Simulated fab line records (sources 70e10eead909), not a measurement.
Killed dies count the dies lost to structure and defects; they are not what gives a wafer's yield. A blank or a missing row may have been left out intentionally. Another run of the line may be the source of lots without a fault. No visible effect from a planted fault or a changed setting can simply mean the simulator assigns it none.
Which tool did it? || flow nandHarc || 6 lots with 18 wafers sampled at 3 steps, on a route of 1302 steps

## WHAT THE GAUGES SHOWED, per wafer
NHARC_A_BONDPAD_THK_MEAS_20: measures by xrf.
{"lot": "L149", "measured": "day 23 21:53", "on": "filmMetro-01", "thkNm (nm)": "170.5 170.9 170.4"}
{"lot": "L158", "measured": "day 27 11:08", "on": "filmMetro-01", "thkNm (nm)": "173.5 171.8 171.4"}
{"lot": "L161", "measured": "day 28 10:10", "on": "filmMetro-01", "thkNm (nm)": "170.8 170.7 171.3"}
{"lot": "L162", "measured": "day 30 10:08", "on": "filmMetro-02", "thkNm (nm)": "168.7 169.5 170.1"}
{"lot": "L166", "measured": "day 31 05:07", "on": "filmMetro-01", "thkNm (nm)": "168.0 167.2 168.1"}
{"lot": "L168", "measured": "day 31 15:53", "on": "filmMetro-01", "thkNm (nm)": "167.8 168.1 170.0"}

## EACH LOT AND THE TOOL THAT RAN IT (in order: tool; ch and the chambers of the sampled wafers; start)
{"lot": "L149", "NHARC_A_WL_FILL_CVD_03": "cvdW-02 ch 0,1, day 21 03:29", "NHARC_A_BONDPAD_CMP_19": "cmp-04 ch 0,2,3, day 23 21:34"}
{"lot": "L158", "NHARC_A_WL_FILL_CVD_03": "cvdW-01 ch 0,1, day 24 17:27", "NHARC_A_BONDPAD_CMP_19": "cmp-04 ch 1,2,3, day 27 10:52"}
{"lot": "L161", "NHARC_A_WL_FILL_CVD_03": "cvdW-01 ch 0,1, day 25 17:22", "NHARC_A_BONDPAD_CMP_19": "cmp-03 ch 0,1,2, day 28 09:52"}
{"lot": "L162", "NHARC_A_WL_FILL_CVD_03": "cvdW-01 ch 0,1, day 27 10:56", "NHARC_A_BONDPAD_CMP_19": "cmp-03 ch 1,2,3, day 30 09:52"}
{"lot": "L166", "NHARC_A_WL_FILL_CVD_03": "cvdW-02 ch 0,1, day 28 07:01", "NHARC_A_BONDPAD_CMP_19": "cmp-02 ch 0,2,3, day 31 04:50"}
{"lot": "L168", "NHARC_A_WL_FILL_CVD_03": "cvdW-02 ch 0,1, day 28 22:28", "NHARC_A_BONDPAD_CMP_19": "cmp-03 ch 1,2,3, day 31 15:37"}
- NHARC_A_WL_FILL_CVD_03: deposits W, target thk 40 nm, time 279 s.
- NHARC_A_BONDPAD_CMP_19: polishes, t overpolish 30 s, cu recess touch 16 s, target thk 169.82 nm.

## THE ANSWER, worked out from the rows above alone
Rule: the lots themselves supply what counts as usual. Put in order of their means at a reading, lots are off if they are a third of the lots or fewer, leave a main group of 4 or more, and stand apart from it by a gap of 3 or more times the standard deviation of the main group's means; of several such gaps the widest counts. A main group whose means are all the same, to the digits that the tables above print for the reading, isn't used. Also off: a lot with no number at a reading for which 4 or more lots have one. The other lots that the step has rows for count as sound.
None of the lots is off at any reading shown; this tells nothing.

## WHAT THE SIMULATOR HAD PUT IN
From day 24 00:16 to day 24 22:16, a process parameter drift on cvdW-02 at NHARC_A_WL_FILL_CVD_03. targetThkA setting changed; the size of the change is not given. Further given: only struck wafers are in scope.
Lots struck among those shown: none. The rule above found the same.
